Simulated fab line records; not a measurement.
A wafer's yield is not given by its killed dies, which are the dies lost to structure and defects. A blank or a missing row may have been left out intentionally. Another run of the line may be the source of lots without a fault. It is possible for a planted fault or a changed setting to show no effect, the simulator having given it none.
Split-lot experiment + flow n5Finfet + on a route of 1938 steps: 7 lots, 21 wafers read

## THE SPLIT ITSELF
At N5_DUMMY_GATE_HM_DEP_06 (deposits SiNx from DCS/NH3, target thk 80 nm, time 5141 s), the setting timeS was moved away from the recipe's 5141 s on 12 of the 21 wafers read, by -12.8% to +14.6%. All remaining wafers had this setting at the recipe value.

The reading is taken at the split's own step.

## THE READING
SiNx_of_DUMMY_GATE_HM_DEP_06.thkNm (the simulator's own value, which no gauge read), in nm, at N5_DUMMY_GATE_HM_DEP_06 (deposits SiNx from DCS/NH3, target thk 80 nm, time 5141 s). No usual value for it is given in the file. The 9 wafers here that ran the recipe average 79.6 nm, standard deviation 0.7 nm.

| wafer  | tool, chamber at the split | timeS as run, s | against the recipe | SiNx_of_DUMMY_GATE_HM_DEP_06.thkNm, nm | against lot-mates on the recipe |
|--------|----------------------------|-----------------|--------------------|----------------------------------------|---------------------------------|
| L083.1 | -, -                       | 5141            | recipe             | 79.8                                   | -                               |
| L083.2 | -, -                       | 5141            | recipe             | 79.8                                   | -                               |
| L083.6 | -, -                       | 5141            | recipe             | 79.8                                   | -                               |
| L084.1 | -, -                       | 4482            | -12.8%             | 69.6                                   | no lot-mate on the recipe       |
| L084.5 | -, -                       | 4482            | -12.8%             | 69                                     | no lot-mate on the recipe       |
| L084.6 | -, -                       | 4482            | -12.8%             | 69.4                                   | no lot-mate on the recipe       |
| L085.1 | -, -                       | 5584            | +8.6%              | 85                                     | no lot-mate on the recipe       |
| L085.4 | -, -                       | 5584            | +8.6%              | 85                                     | no lot-mate on the recipe       |
| L085.2 | -, -                       | 5584            | +8.6%              | 85.2                                   | no lot-mate on the recipe       |
| L089.3 | lpcvd-02, 0/75             | 5141            | recipe             | 80.2                                   | -                               |
| L089.4 | lpcvd-02, 0/79             | 5141            | recipe             | 80.4                                   | -                               |
| L089.6 | lpcvd-02, 0/89             | 5141            | recipe             | 80.6                                   | -                               |
| L090.2 | -, -                       | 5374            | +4.5%              | 83.8                                   | no lot-mate on the recipe       |
| L090.4 | -, -                       | 5374            | +4.5%              | 83                                     | no lot-mate on the recipe       |
| L090.5 | -, -                       | 5374            | +4.5%              | 83.4                                   | no lot-mate on the recipe       |
| L092.1 | -, -                       | 5894            | +14.6%             | 90.8                                   | no lot-mate on the recipe       |
| L092.3 | -, -                       | 5894            | +14.6%             | 91.2                                   | no lot-mate on the recipe       |
| L092.5 | -, -                       | 5894            | +14.6%             | 91.2                                   | no lot-mate on the recipe       |
| L095.2 | -, -                       | 5141            | recipe             | 78.6                                   | -                               |
| L095.5 | -, -                       | 5141            | recipe             | 78.8                                   | -                               |
| L095.6 | -, -                       | 5141            | recipe             | 78.8                                   | -                               |

FIT RESULTS
A straight line over all 21 wafers: SiNx_of_DUMMY_GATE_HM_DEP_06.thkNm changes by +0.773 nm for each +1% of timeS; r = +0.99; the points scatter about the line by 0.71 nm.
Too few moved wafers with a lot-mate on the recipe to fit a line net of each lot's own level.

## THE FILE'S OWN FIT
SiNx_of_DUMMY_GATE_HM_DEP_06.thkNm changes by +0.773 nm for each +1% of timeS, r = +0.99.
